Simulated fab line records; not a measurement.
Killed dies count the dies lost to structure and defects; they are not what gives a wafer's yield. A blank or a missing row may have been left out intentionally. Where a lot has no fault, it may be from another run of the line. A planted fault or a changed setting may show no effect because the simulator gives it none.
fab line records || flow nand_harc
[record] {"lots": 5, "wafers": 15, "last_day": 33}
route steps=1302 shown P_ZERO_WELL@44 END@1302
lots with no fault: from the same line, run without faults
start_h: the number of hours between the record's first day and the start of the first shown wafer of the lot || wait_h: hours from the lot's prior step to this one || " as in the row above || L1.1+2: one row covering several wafers at once || - either no value or no given start || * or withheld: withheld || < > ~ a bound
route shown NAME@n: a module of which the file shows steps, and the number in the route of the first || usual: mean/standard deviation taken from wafers without a fault || same: alike in all rows || chamber/n: place in a boat || sites: readings site by site || _std_site: the values' standard deviation || _edge_site: outer sites' mean less inner sites' || radius_mm: for every site, how far away it sits from the centre of the wafer || mask NAME#n: copy n || behind: the most recent tool/chamber to have shaped the wafer || hold: why the lot went on hold/how many hours it stayed there/how the hold came to an end || device: the n, p or np transistor that did not switch || end of line: tests run on the same wafers once the route is complete || for a step that has no rows: nothing shown but its recipe || killed: count of dies lost to structure and defects at first sort (not the wafer's yield) || map: shows each die of a wafer: x if killed, . if not, _ if none is there
set.NAME: setting as actually run; set.NAME@STEP: the setting as run at that earlier step || model.NAME: the simulator's own value behind a step, which no gauge read
lots seen at some steps along the route; tables by step, rows by wafer
services: a tool's chamber out of use, with start hour (start_h, from the record's first day; less than 0 if before it), hours out, and reason
[[steps]]
[step NHARC_P_ZERO_WELL_CD_MEAS_37]
[recipe] {"target_cd_nm": 720, "landing_energy_ev": 500}
[usual] {"cd_nm": "719.6/2.2"}
[same] {"landing_energy_ev": 500}
{"lot.wafer": "L840.1", "tool": "cd_sem-02", "chamber": 0, "start_h": 104.03, "wait_h": "-", "cd_nm": 722.1}
{"lot.wafer": "L840.2", "tool": "cd_sem-02", "chamber": 0, "start_h": 104.03, "wait_h": "-", "cd_nm": 722.3}
{"lot.wafer": "L840.4", "tool": "cd_sem-02", "chamber": 0, "start_h": 104.03, "wait_h": "-", "cd_nm": 718.3}
{"lot.wafer": "L841.3", "tool": "cd_sem-03", "chamber": 0, "start_h": 114.11, "wait_h": "-", "cd_nm": 720.0}
{"lot.wafer": "L841.5", "tool": "cd_sem-03", "chamber": 0, "start_h": 114.11, "wait_h": "-", "cd_nm": 713.5}
{"lot.wafer": "L841.6", "tool": "cd_sem-03", "chamber": 0, "start_h": 114.11, "wait_h": "-", "cd_nm": 718.2}
{"lot.wafer": "L849.1", "tool": "cd_sem-03", "chamber": 0, "start_h": 194.10, "wait_h": "-", "cd_nm": 719.7}
{"lot.wafer": "L849.3", "tool": "cd_sem-03", "chamber": 0, "start_h": 194.10, "wait_h": "-", "cd_nm": 718.8}
{"lot.wafer": "L849.6", "tool": "cd_sem-03", "chamber": 0, "start_h": 194.10, "wait_h": "-", "cd_nm": 722.1}
{"lot.wafer": "L853.3", "tool": "cd_sem-02", "chamber": 0, "start_h": 234.17, "wait_h": "-", "cd_nm": 719.6}
{"lot.wafer": "L853.4", "tool": "cd_sem-02", "chamber": 0, "start_h": 234.17, "wait_h": "-", "cd_nm": 714.6}
{"lot.wafer": "L853.6", "tool": "cd_sem-02", "chamber": 0, "start_h": 234.17, "wait_h": "-", "cd_nm": 718.2}
{"lot.wafer": "L855.4", "tool": "cd_sem-02", "chamber": 0, "start_h": 254.23, "wait_h": "-", "cd_nm": 720.6}
{"lot.wafer": "L855.5", "tool": "cd_sem-02", "chamber": 0, "start_h": 254.23, "wait_h": "-", "cd_nm": 720.0}
{"lot.wafer": "L855.6", "tool": "cd_sem-02", "chamber": 0, "start_h": 254.23, "wait_h": "-", "cd_nm": 714.7}
[step NHARC_P_ZERO_WELL_HARDBAKE_38]
[recipe] {"temp_c": 125, "time_s": 80}
[step NHARC_P_ZERO_WELL_DESCUM_39]
[recipe] {"time_s": 3, "o2_flow_sccm": 200, "ar_flow_sccm": 0, "bias_power_w": 0, "chemistry": "O2"}
[usual] {"drypump_motor_current_A": "5.6/0.42", "oes_product_au": "0.999/0.013", "rf_vpp_V": "57.6/0.91", "showerhead_plenum_p_Torr": "1.89/0.095", "throttle_valve_pct": "11.312/0.0097"}
{"lot.wafer": "L840.4", "tool": "rie_diel-06", "chamber": 2, "start_h": 104.20, "wait_h": "-", "drypump_motor_current_A": 5.6, "oes_product_au": 0.992, "rf_hours_counter_h": 50, "rf_vpp_V": 57.2, "showerhead_plenum_p_Torr": 1.89, "throttle_valve_pct": 11.318}
{"lot.wafer": "L840.2", "tool": "rie_diel-06", "chamber": 3, "start_h": 104.20, "wait_h": "-", "drypump_motor_current_A": 4.8, "oes_product_au": 0.974, "rf_hours_counter_h": 49, "rf_vpp_V": 56.7, "showerhead_plenum_p_Torr": 1.82, "throttle_valve_pct": 11.313}
{"lot.wafer": "L840.1", "tool": "rie_diel-06", "chamber": 0, "start_h": 104.20, "wait_h": "-", "drypump_motor_current_A": 6.0, "oes_product_au": 0.980, "rf_hours_counter_h": 45, "rf_vpp_V": 57.6, "showerhead_plenum_p_Torr": 1.88, "throttle_valve_pct": 11.314}
{"lot.wafer": "L841.3", "tool": "rie_diel-06", "chamber": 3, "start_h": 114.29, "wait_h": "-", "drypump_motor_current_A": 4.7, "oes_product_au": 0.972, "rf_hours_counter_h": 51, "rf_vpp_V": 58.1, "showerhead_plenum_p_Torr": 1.82, "throttle_valve_pct": 11.311}
{"lot.wafer": "L841.6", "tool": "rie_diel-06", "chamber": 1, "start_h": 114.29, "wait_h": "-", "drypump_motor_current_A": 5.4, "oes_product_au": 1.027, "rf_hours_counter_h": "-", "rf_vpp_V": 56.7, "showerhead_plenum_p_Torr": 1.78, "throttle_valve_pct": 11.326}
{"lot.wafer": "L841.5", "tool": "rie_diel-06", "chamber": 2, "start_h": 114.29, "wait_h": "-", "drypump_motor_current_A": 5.6, "oes_product_au": 0.989, "rf_hours_counter_h": "-", "rf_vpp_V": 58.6, "showerhead_plenum_p_Torr": 1.89, "throttle_valve_pct": 11.317}
{"lot.wafer": "L849.1", "tool": "rie_diel-13", "chamber": 0, "start_h": 194.30, "wait_h": "-", "drypump_motor_current_A": 6.0, "oes_product_au": 0.992, "rf_hours_counter_h": 3, "rf_vpp_V": 57.1, "showerhead_plenum_p_Torr": 2.01, "throttle_valve_pct": 11.302}
{"lot.wafer": "L849.3", "tool": "rie_diel-13", "chamber": 1, "start_h": 194.30, "wait_h": "-", "drypump_motor_current_A": 6.4, "oes_product_au": 0.980, "rf_hours_counter_h": 3, "rf_vpp_V": 57.8, "showerhead_plenum_p_Torr": 2.00, "throttle_valve_pct": 11.313}
{"lot.wafer": "L849.6", "tool": "rie_diel-13", "chamber": 3, "start_h": 194.30, "wait_h": "-", "drypump_motor_current_A": 5.9, "oes_product_au": 1.006, "rf_hours_counter_h": "-", "rf_vpp_V": 57.4, "showerhead_plenum_p_Torr": 1.78, "throttle_valve_pct": 11.306}
{"lot.wafer": "L853.3", "tool": "rie_diel-06", "chamber": 0, "start_h": 234.35, "wait_h": "-", "drypump_motor_current_A": 6.0, "oes_product_au": 1.023, "rf_hours_counter_h": 39, "rf_vpp_V": 57.2, "showerhead_plenum_p_Torr": 1.86, "throttle_valve_pct": 11.305}
{"lot.wafer": "L853.4", "tool": "rie_diel-06", "chamber": 1, "start_h": 234.35, "wait_h": "-", "drypump_motor_current_A": 5.4, "oes_product_au": 0.996, "rf_hours_counter_h": 41, "rf_vpp_V": 57.0, "showerhead_plenum_p_Torr": 1.77, "throttle_valve_pct": 11.322}
{"lot.wafer": "L853.6", "tool": "rie_diel-06", "chamber": 2, "start_h": 234.35, "wait_h": "-", "drypump_motor_current_A": 5.5, "oes_product_au": 1.014, "rf_hours_counter_h": "-", "rf_vpp_V": 56.8, "showerhead_plenum_p_Torr": 1.87, "throttle_valve_pct": 11.320}
{"lot.wafer": "L855.4", "tool": "rie_diel-09", "chamber": 1, "start_h": 254.41, "wait_h": "-", "drypump_motor_current_A": 6.1, "oes_product_au": 1.001, "rf_hours_counter_h": 35, "rf_vpp_V": 57.6, "showerhead_plenum_p_Torr": 1.91, "throttle_valve_pct": 11.311}
{"lot.wafer": "L855.5", "tool": "rie_diel-09", "chamber": 3, "start_h": 254.41, "wait_h": "-", "drypump_motor_current_A": 5.2, "oes_product_au": 1.006, "rf_hours_counter_h": "-", "rf_vpp_V": 56.3, "showerhead_plenum_p_Torr": 1.90, "throttle_valve_pct": 11.308}
{"lot.wafer": "L855.6", "tool": "rie_diel-09", "chamber": 0, "start_h": 254.41, "wait_h": "-", "drypump_motor_current_A": 5.7, "oes_product_au": 0.998, "rf_hours_counter_h": "-", "rf_vpp_V": 58.7, "showerhead_plenum_p_Torr": 2.07, "throttle_valve_pct": 11.313}
[step NHARC_P_ZERO_WELL_IMPLANT_40]
[recipe] {"energy_kev": 300, "dose_cm2": 1e+13, "tilt_deg": 7}
[step NHARC_P_ZERO_WELL_IMPLANT_59]
[recipe] {"energy_kev": 120, "dose_cm2": 5e+12, "tilt_deg": 7}
[step NHARC_P_ZERO_WELL_IMPLANT_60]
[recipe] {"energy_kev": 30, "dose_cm2": 2e+12, "tilt_deg": 7}
[step NHARC_P_ZERO_WELL_STRIP_41]
[recipe] {"time_s": 840, "temp_c": 130, "chemistry": "SPM"}
[step NHARC_P_ZERO_WELL_DEHYDRATE_44]
[recipe] {"temp_c": 150, "time_s": 120}
[step NHARC_P_ZERO_WELL_HMDS_45]
[recipe] {"time_s": 30}
[step NHARC_P_ZERO_WELL_COAT_46]
[recipe] {"spin_rpm": "withheld"}
[step NHARC_P_ZERO_WELL_SOFTBAKE_47]
[recipe] {"temp_c": 122, "time_s": 95}
[step NHARC_P_ZERO_WELL_EBR_48]
[step NHARC_P_ZERO_WELL_EXPOSE_49]
[recipe] {"na": 0.6, "target_cd_nm": 2000, "dose_mj": 22.64, "mask_id": "P_HVPW"}
[usual] {"focus_offset_nm": "-0.1/0.52", "reticle_temp_C": "23.02/0.099"}
{"lot.wafer": "L840.1", "tool": "krf_scanner-04", "chamber": 0, "start_h": 105.38, "wait_h": "-", "mask": "P_HVPW#0", "focus_offset_nm": -0.6, "reticle_temp_C": 22.88}
{"lot.wafer": "L840.2", "tool": "krf_scanner-04", "chamber": 0, "start_h": 105.38, "wait_h": "-", "mask": "P_HVPW#0", "focus_offset_nm": 0.0, "reticle_temp_C": 23.05}
{"lot.wafer": "L840.4", "tool": "krf_scanner-04", "chamber": 0, "start_h": 105.38, "wait_h": "-", "mask": "P_HVPW#0", "focus_offset_nm": 0.2, "reticle_temp_C": 22.85}
{"lot.wafer": "L841.3", "tool": "krf_scanner-02", "chamber": 0, "start_h": 115.59, "wait_h": "-", "mask": "P_HVPW_R1#0", "focus_offset_nm": 0.3, "reticle_temp_C": 22.98}
{"lot.wafer": "L841.5", "tool": "krf_scanner-02", "chamber": 0, "start_h": 115.59, "wait_h": "-", "mask": "P_HVPW_R1#0", "focus_offset_nm": 1.0, "reticle_temp_C": 23.11}
{"lot.wafer": "L841.6", "tool": "krf_scanner-02", "chamber": 0, "start_h": 115.59, "wait_h": "-", "mask": "P_HVPW_R1#0", "focus_offset_nm": 0.4, "reticle_temp_C": 22.96}
{"lot.wafer": "L849.1", "tool": "krf_scanner-03", "chamber": 0, "start_h": 195.59, "wait_h": "-", "mask": "P_HVPW#0", "focus_offset_nm": -0.8, "reticle_temp_C": 22.91}
{"lot.wafer": "L849.3", "tool": "krf_scanner-03", "chamber": 0, "start_h": 195.59, "wait_h": "-", "mask": "P_HVPW#0", "focus_offset_nm": -0.9, "reticle_temp_C": 23.07}
{"lot.wafer": "L849.6", "tool": "krf_scanner-03", "chamber": 0, "start_h": 195.59, "wait_h": "-", "mask": "P_HVPW#0", "focus_offset_nm": 0.1, "reticle_temp_C": 22.96}
{"lot.wafer": "L853.3", "tool": "krf_scanner-03", "chamber": 0, "start_h": 235.66, "wait_h": "-", "mask": "P_HVPW#0", "focus_offset_nm": 0.7, "reticle_temp_C": 23.16}
{"lot.wafer": "L853.4", "tool": "krf_scanner-03", "chamber": 0, "start_h": 235.66, "wait_h": "-", "mask": "P_HVPW#0", "focus_offset_nm": 0.0, "reticle_temp_C": 23.16}
{"lot.wafer": "L853.6", "tool": "krf_scanner-03", "chamber": 0, "start_h": 235.66, "wait_h": "-", "mask": "P_HVPW#0", "focus_offset_nm": -0.2, "reticle_temp_C": 23.04}
{"lot.wafer": "L855.4", "tool": "krf_scanner-02", "chamber": 0, "start_h": 255.77, "wait_h": "-", "mask": "P_HVPW#0", "focus_offset_nm": -0.5, "reticle_temp_C": 22.98}
{"lot.wafer": "L855.5", "tool": "krf_scanner-02", "chamber": 0, "start_h": 255.77, "wait_h": "-", "mask": "P_HVPW#0", "focus_offset_nm": -0.4, "reticle_temp_C": 22.94}
{"lot.wafer": "L855.6", "tool": "krf_scanner-02", "chamber": 0, "start_h": 255.77, "wait_h": "-", "mask": "P_HVPW#0", "focus_offset_nm": -0.7, "reticle_temp_C": 23.04}
[step NHARC_P_ZERO_WELL_PEB_50]
[recipe] {"peb_temp_c": 118, "peb_time_s": 85}
[step NHARC_P_ZERO_WELL_DEVELOP_51]
[recipe] {"time_s": 70}
[step NHARC_P_ZERO_WELL_CD_MEAS_52]
[recipe] {"target_cd_nm": 2000, "landing_energy_ev": 500}
[usual] {"cd_nm": "1999.7/2.3"}
[same] {"landing_energy_ev": 500}
{"lot.wafer": "L840.1", "tool": "cd_sem-03", "chamber": 0, "start_h": 105.54, "wait_h": "-", "cd_nm": 2000.6}
{"lot.wafer": "L840.2", "tool": "cd_sem-03", "chamber": 0, "start_h": 105.54, "wait_h": "-", "cd_nm": 1994.4}
{"lot.wafer": "L840.4", "tool": "cd_sem-03", "chamber": 0, "start_h": 105.54, "wait_h": "-", "cd_nm": 1996.7}
{"lot.wafer": "L841.3", "tool": "cd_sem-03", "chamber": 0, "start_h": 115.74, "wait_h": "-", "cd_nm": 1894.2}
{"lot.wafer": "L841.5", "tool": "cd_sem-03", "chamber": 0, "start_h": 115.74, "wait_h": "-", "cd_nm": 1894.8}
{"lot.wafer": "L841.6", "tool": "cd_sem-03", "chamber": 0, "start_h": 115.74, "wait_h": "-", "cd_nm": 1896.2}
{"lot.wafer": "L849.1", "tool": "cd_sem-01", "chamber": 0, "start_h": 195.74, "wait_h": "-", "cd_nm": 1998.2}
{"lot.wafer": "L849.3", "tool": "cd_sem-01", "chamber": 0, "start_h": 195.74, "wait_h": "-", "cd_nm": 2002.8}
{"lot.wafer": "L849.6", "tool": "cd_sem-01", "chamber": 0, "start_h": 195.74, "wait_h": "-", "cd_nm": 1997.8}
{"lot.wafer": "L853.3", "tool": "cd_sem-02", "chamber": 0, "start_h": 235.81, "wait_h": "-", "cd_nm": 2001.4}
{"lot.wafer": "L853.4", "tool": "cd_sem-02", "chamber": 0, "start_h": 235.81, "wait_h": "-", "cd_nm": 1998.2}
{"lot.wafer": "L853.6", "tool": "cd_sem-02", "chamber": 0, "start_h": 235.81, "wait_h": "-", "cd_nm": 2000.8}
{"lot.wafer": "L855.4", "tool": "cd_sem-02", "chamber": 0, "start_h": 255.92, "wait_h": "-", "cd_nm": 1998.6}
{"lot.wafer": "L855.5", "tool": "cd_sem-02", "chamber": 0, "start_h": 255.92, "wait_h": "-", "cd_nm": 2001.8}
{"lot.wafer": "L855.6", "tool": "cd_sem-02", "chamber": 0, "start_h": 255.92, "wait_h": "-", "cd_nm": 1999.4}
[step NHARC_P_ZERO_WELL_HARDBAKE_53]
[recipe] {"temp_c": 125, "time_s": 80}
[step NHARC_P_ZERO_WELL_DESCUM_54]
[recipe] {"time_s": 3, "o2_flow_sccm": 200, "ar_flow_sccm": 0, "bias_power_w": 0, "chemistry": "O2"}
[usual] {"drypump_motor_current_A": "5.5/0.41", "oes_product_au": "0.998/0.014", "rf_vpp_V": "57.6/0.84", "showerhead_plenum_p_Torr": "1.87/0.086", "throttle_valve_pct": "11.311/0.009"}
{"lot.wafer": "L840.1", "tool": "rie_diel-06", "chamber": 0, "start_h": 105.70, "wait_h": "-", "drypump_motor_current_A": 6.0, "oes_product_au": 0.991, "rf_hours_counter_h": 45, "rf_vpp_V": 58.5, "showerhead_plenum_p_Torr": 1.88, "throttle_valve_pct": 11.325, "model.P_ZERO_WELL.cd_nm": 2001}
{"lot.wafer": "L840.2", "tool": "rie_diel-06", "chamber": 1, "start_h": 105.70, "wait_h": "-", "drypump_motor_current_A": 5.4, "oes_product_au": 1.018, "rf_hours_counter_h": 50, "rf_vpp_V": 58.0, "showerhead_plenum_p_Torr": 1.78, "throttle_valve_pct": 11.307, "model.P_ZERO_WELL.cd_nm": 1994}
{"lot.wafer": "L840.4", "tool": "rie_diel-06", "chamber": 3, "start_h": 105.70, "wait_h": "-", "drypump_motor_current_A": 4.7, "oes_product_au": 0.979, "rf_hours_counter_h": 49, "rf_vpp_V": 56.2, "showerhead_plenum_p_Torr": 1.82, "throttle_valve_pct": 11.304, "model.P_ZERO_WELL.cd_nm": 1997}
{"lot.wafer": "L841.3", "tool": "rie_diel-06", "chamber": 2, "start_h": 115.90, "wait_h": "-", "drypump_motor_current_A": 5.5, "oes_product_au": 0.973, "rf_hours_counter_h": 51, "rf_vpp_V": 59.2, "showerhead_plenum_p_Torr": 1.89, "throttle_valve_pct": 11.307, "model.P_ZERO_WELL.cd_nm": 1895}
{"lot.wafer": "L841.5", "tool": "rie_diel-06", "chamber": 2, "start_h": 115.90, "wait_h": "-", "drypump_motor_current_A": 5.5, "oes_product_au": 0.982, "rf_hours_counter_h": "-", "rf_vpp_V": 58.4, "showerhead_plenum_p_Torr": 1.89, "throttle_valve_pct": 11.321, "model.P_ZERO_WELL.cd_nm": 1895}
{"lot.wafer": "L841.6", "tool": "rie_diel-06", "chamber": 3, "start_h": 115.90, "wait_h": "-", "drypump_motor_current_A": 4.8, "oes_product_au": 0.977, "rf_hours_counter_h": "-", "rf_vpp_V": 57.6, "showerhead_plenum_p_Torr": 1.82, "throttle_valve_pct": 11.308, "model.P_ZERO_WELL.cd_nm": 1897}
{"lot.wafer": "L849.1", "tool": "rie_diel-09", "chamber": 1, "start_h": 195.93, "wait_h": "-", "drypump_motor_current_A": 6.1, "oes_product_au": 1.019, "rf_hours_counter_h": 15, "rf_vpp_V": 57.6, "showerhead_plenum_p_Torr": 1.92, "throttle_valve_pct": 11.318, "model.P_ZERO_WELL.cd_nm": 1997}
{"lot.wafer": "L849.3", "tool": "rie_diel-09", "chamber": 2, "start_h": 195.93, "wait_h": "-", "drypump_motor_current_A": 5.1, "oes_product_au": 0.995, "rf_hours_counter_h": 13, "rf_vpp_V": 58.1, "showerhead_plenum_p_Torr": 1.79, "throttle_valve_pct": 11.330, "model.P_ZERO_WELL.cd_nm": 2004}
{"lot.wafer": "L849.6", "tool": "rie_diel-09", "chamber": 1, "start_h": 195.93, "wait_h": "-", "drypump_motor_current_A": 6.1, "oes_product_au": 1.003, "rf_hours_counter_h": "-", "rf_vpp_V": 57.6, "showerhead_plenum_p_Torr": 1.92, "throttle_valve_pct": 11.326, "model.P_ZERO_WELL.cd_nm": 1997}
{"lot.wafer": "L853.4", "tool": "rie_diel-09", "chamber": 3, "start_h": 235.97, "wait_h": "-", "drypump_motor_current_A": 5.2, "oes_product_au": 0.991, "rf_hours_counter_h": 30, "rf_vpp_V": 57.9, "showerhead_plenum_p_Torr": 1.90, "throttle_valve_pct": 11.320, "model.P_ZERO_WELL.cd_nm": 1997}
{"lot.wafer": "L853.3", "tool": "rie_diel-09", "chamber": 1, "start_h": 235.97, "wait_h": "-", "drypump_motor_current_A": 6.1, "oes_product_au": 0.998, "rf_hours_counter_h": 32, "rf_vpp_V": 56.4, "showerhead_plenum_p_Torr": 1.91, "throttle_valve_pct": 11.309, "model.P_ZERO_WELL.cd_nm": 2000}
{"lot.wafer": "L853.6", "tool": "rie_diel-09", "chamber": 2, "start_h": 235.97, "wait_h": "-", "drypump_motor_current_A": 5.1, "oes_product_au": 1.006, "rf_hours_counter_h": "-", "rf_vpp_V": 56.5, "showerhead_plenum_p_Torr": 1.78, "throttle_valve_pct": 11.321, "model.P_ZERO_WELL.cd_nm": 2001}
{"lot.wafer": "L855.4", "tool": "rie_diel-09", "chamber": 3, "start_h": 256.07, "wait_h": "-", "drypump_motor_current_A": 5.2, "oes_product_au": 1.013, "rf_hours_counter_h": 34, "rf_vpp_V": 58.8, "showerhead_plenum_p_Torr": 1.90, "throttle_valve_pct": 11.315, "model.P_ZERO_WELL.cd_nm": 1997}
{"lot.wafer": "L855.6", "tool": "rie_diel-09", "chamber": 3, "start_h": 256.07, "wait_h": "-", "drypump_motor_current_A": 5.2, "oes_product_au": 0.997, "rf_hours_counter_h": "-", "rf_vpp_V": 57.7, "showerhead_plenum_p_Torr": 1.90, "throttle_valve_pct": 11.324, "model.P_ZERO_WELL.cd_nm": 1998}
{"lot.wafer": "L855.5", "tool": "rie_diel-09", "chamber": 0, "start_h": 256.07, "wait_h": "-", "drypump_motor_current_A": 5.7, "oes_product_au": 1.007, "rf_hours_counter_h": "-", "rf_vpp_V": 58.5, "showerhead_plenum_p_Torr": 2.07, "throttle_valve_pct": 11.313, "model.P_ZERO_WELL.cd_nm": 2001}
[step NHARC_P_ZERO_WELL_IMPLANT_55]
[recipe] {"energy_kev": 180, "dose_cm2": 8e+11, "tilt_deg": 7}
[step NHARC_END_SORT_01]
[recipe] {"temp_c": 25}
[usual] {"killed_at_array": "45/18", "killed_at_other": "0.9/1.3", "killed_at_periphery": "3.7/2.2", "killed_dies": "50/18", "killed_open": "3.2/1.9", "killed_short": "2.4/1.6"}
[same] {"gross_dies": 677}
{"lot.wafer": "L841.3", "tool": "prober-01", "chamber": 0, "start_h": 650.17, "wait_h": 3.1, "killed_at_array": 43, "killed_at_other": 4, "killed_at_periphery": 1, "killed_dies": 48, "killed_open": 3, "killed_short": 4}
{"lot.wafer": "L841.5", "tool": "prober-01", "chamber": 0, "start_h": 651.76, "wait_h": 3.7, "killed_at_array": 46, "killed_at_other": 0, "killed_at_periphery": 3, "killed_dies": 49, "killed_open": 3, "killed_short": 3}
{"lot.wafer": "L841.6", "tool": "prober-01", "chamber": 0, "start_h": 652.55, "wait_h": 4.0, "killed_at_array": 51, "killed_at_other": 0, "killed_at_periphery": 5, "killed_dies": 56, "killed_open": 5, "killed_short": 3}
{"lot.wafer": "L849.1", "tool": "prober-02", "chamber": 0, "start_h": 744.22, "wait_h": 2.5, "killed_at_array": 30, "killed_at_other": 0, "killed_at_periphery": 4, "killed_dies": 34, "killed_open": 3, "killed_short": 1}
{"lot.wafer": "L849.3", "tool": "prober-02", "chamber": 0, "start_h": 745.84, "wait_h": 3.1, "killed_at_array": 32, "killed_at_other": 0, "killed_at_periphery": 8, "killed_dies": 40, "killed_open": 2, "killed_short": 1}
{"lot.wafer": "L849.6", "tool": "prober-02", "chamber": 0, "start_h": 748.27, "wait_h": 4.1, "killed_at_array": 66, "killed_at_other": 1, "killed_at_periphery": 5, "killed_dies": 72, "killed_open": 8, "killed_short": 5}
// killed by level:class
L841.3 A_SLIT:chamber_film_flake=16 A_CHANNEL_HOLE_D2:chamber_film_flake=12 THIN_TSV:chamber_film_flake=4 A_STAIRCASE:chamber_film_flake=3 A_ONON_D1:geometric_particle:short=2 A_CHANNEL_HOLE_D1:chamber_film_flake=2 P_M0:geometric_particle:open=1 A_WL_FILL:geometric_particle:short=1
L841.5 A_SLIT:chamber_film_flake=16 A_CHANNEL_HOLE_D2:chamber_film_flake=16 A_CHANNEL_HOLE_D1:chamber_film_flake=3 A_M0:geometric_particle:open=2 A_CHANNEL_FILL_D2:chamber_film_flake=2 A_STAIRCASE:chamber_film_flake=2 P_CONTACT:geometric_particle:short=1 P_M1:geometric_particle:short=1
L841.6 A_SLIT:chamber_film_flake=28 A_CHANNEL_HOLE_D2:chamber_film_flake=9 A_STAIRCASE:chamber_film_flake=4 P_STI:chamber_film_flake=2 P_GATE:geometric_particle:short=1 A_CHANNEL_FILL_D1:geometric_particle:open=1 A_DECK1_JOINT:geometric_particle:short=1 A_ONON_D2:geometric_particle:open=1
L849.1 A_CHANNEL_HOLE_D1:chamber_film_flake=15 A_CONTACT:chamber_film_flake=7 A_WL_FILL:chamber_film_flake=3 A_SOURCE_PLATE:geometric_particle:short=1 A_ONON_D1:geometric_particle:open=1 A_ONON_D2:geometric_particle:open=1 A_BLC:geometric_particle:open=1 P_STI:chamber_film_flake=1
L849.3 A_CHANNEL_HOLE_D1:chamber_film_flake=18 P_STI:chamber_film_flake=5 A_SLIT:chamber_film_flake=5 A_CONTACT:chamber_film_flake=5 P_ZERO_WELL:geometric_particle:open=1 A_CHANNEL_HOLE_D1:geometric_particle:short=1 A_SGD_CUT:geometric_particle:open=1 P_M1:chamber_film_flake=1
L849.6 A_CHANNEL_HOLE_D1:chamber_film_flake=39 A_CONTACT:chamber_film_flake=11 A_WL_FILL:chamber_film_flake=3 A_WL_FILL:geometric_particle:open=2 P_BONDPAD:chamber_film_flake=2 P_GATE:geometric_particle:open=1 P_CONTACT:geometric_particle:short=1 A_ONON_D1:geometric_particle:open=1
[[services]]
{"tool": "rie_diel-09", "chamber": 0, "start_h": 83.49, "hours": 9.6, "kind": "repair"}
{"tool": "rie_diel-06", "chamber": 0, "start_h": 85.87, "hours": "-", "kind": "clean"}
{"tool": "rie_diel-06", "chamber": 1, "start_h": 85.87, "hours": "-", "kind": "clean"}
{"tool": "rie_diel-06", "chamber": 2, "start_h": 85.87, "hours": "-", "kind": "clean"}
{"tool": "rie_diel-06", "chamber": 3, "start_h": 85.87, "hours": "-", "kind": "clean"}
{"tool": "krf_scanner-02", "chamber": "-", "start_h": 94.00, "hours": 4.0, "kind": "pm"}
{"tool": "rie_diel-13", "chamber": 3, "start_h": 98.55, "hours": 7.5, "kind": "repair"}
{"tool": "rie_diel-06", "chamber": 0, "start_h": 110.37, "hours": "-", "kind": "clean"}
{"tool": "rie_diel-06", "chamber": 1, "start_h": 110.37, "hours": "-", "kind": "clean"}
{"tool": "rie_diel-06", "chamber": 2, "start_h": 110.37, "hours": "-", "kind": "clean"}
{"tool": "rie_diel-06", "chamber": 3, "start_h": 110.37, "hours": "-", "kind": "clean"}
{"tool": "rie_diel-06", "chamber": 0, "start_h": 115.46, "hours": 3.3, "kind": "repair"}
{"tool": "rie_diel-09", "chamber": "-", "start_h": 124.89, "hours": 0.8, "kind": "repair"}
{"tool": "rie_diel-06", "chamber": "-", "start_h": 130.20, "hours": 9.0, "kind": "pm"}
{"tool": "rie_diel-09", "chamber": "-", "start_h": 143.41, "hours": 9.0, "kind": "pm"}
{"tool": "rie_diel-13", "chamber": "-", "start_h": 165.07, "hours": 9.0, "kind": "pm"}
{"tool": "krf_scanner-03", "chamber": "-", "start_h": 171.01, "hours": 0.7, "kind": "repair"}
{"tool": "krf_scanner-04", "chamber": "-", "start_h": 182.00, "hours": 4.0, "kind": "pm"}
{"tool": "krf_scanner-02", "chamber": "-", "start_h": 188.84, "hours": 7.6, "kind": "repair"}
{"tool": "rie_diel-13", "chamber": 1, "start_h": 215.77, "hours": 10.2, "kind": "repair"}
{"tool": "krf_scanner-03", "chamber": "-", "start_h": 224.00, "hours": 4.0, "kind": "pm"}
{"tool": "krf_scanner-04", "chamber": "-", "start_h": 232.57, "hours": 2.0, "kind": "repair"}
{"tool": "krf_scanner-03", "chamber": "-", "start_h": 238.10, "hours": 26.9, "kind": "repair"}
{"tool": "krf_scanner-02", "chamber": "-", "start_h": 238.79, "hours": 0.9, "kind": "repair"}
[[key]]
[first_sign] {"step": "NHARC_P_ZERO_WELL_EXPOSE_49", "reading": "mask", "direction": "changed"}
[effect] {"step": "NHARC_P_ZERO_WELL_CD_MEAS_52", "reading": "cd_nm", "direction": "down", "sigmas": 45, "usual": 1999.7, "struck": 1895.1}
[model_effect] {"step": "NHARC_P_ZERO_WELL_DESCUM_54", "value": "P_ZERO_WELL.cd_nm", "without": 1998, "struck": 1896}
met_at NHARC_P_ZERO_WELL_EXPOSE_49
struck_wafers L841.3,L841.5,L841.6
tester_left_out L841
[fault] {"kind": "wrong_mask", "tool": "any", "chamber": "-", "onset_h": 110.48, "steps": "NHARC_P_ZERO_WELL_EXPOSE_49", "aux_copy": "P_HVPW_R1#0", "cd_offset_nm": -102.54, "scope": "struck_lots_only"}
// tester_left_out: of these lots the tester's yield and bins aren't shown, on N5 and GAA mostly nor the transistor test; their killed dies are dies lost to structure and defects alone, not to doping, threshold or leakage, so they don't give the yield
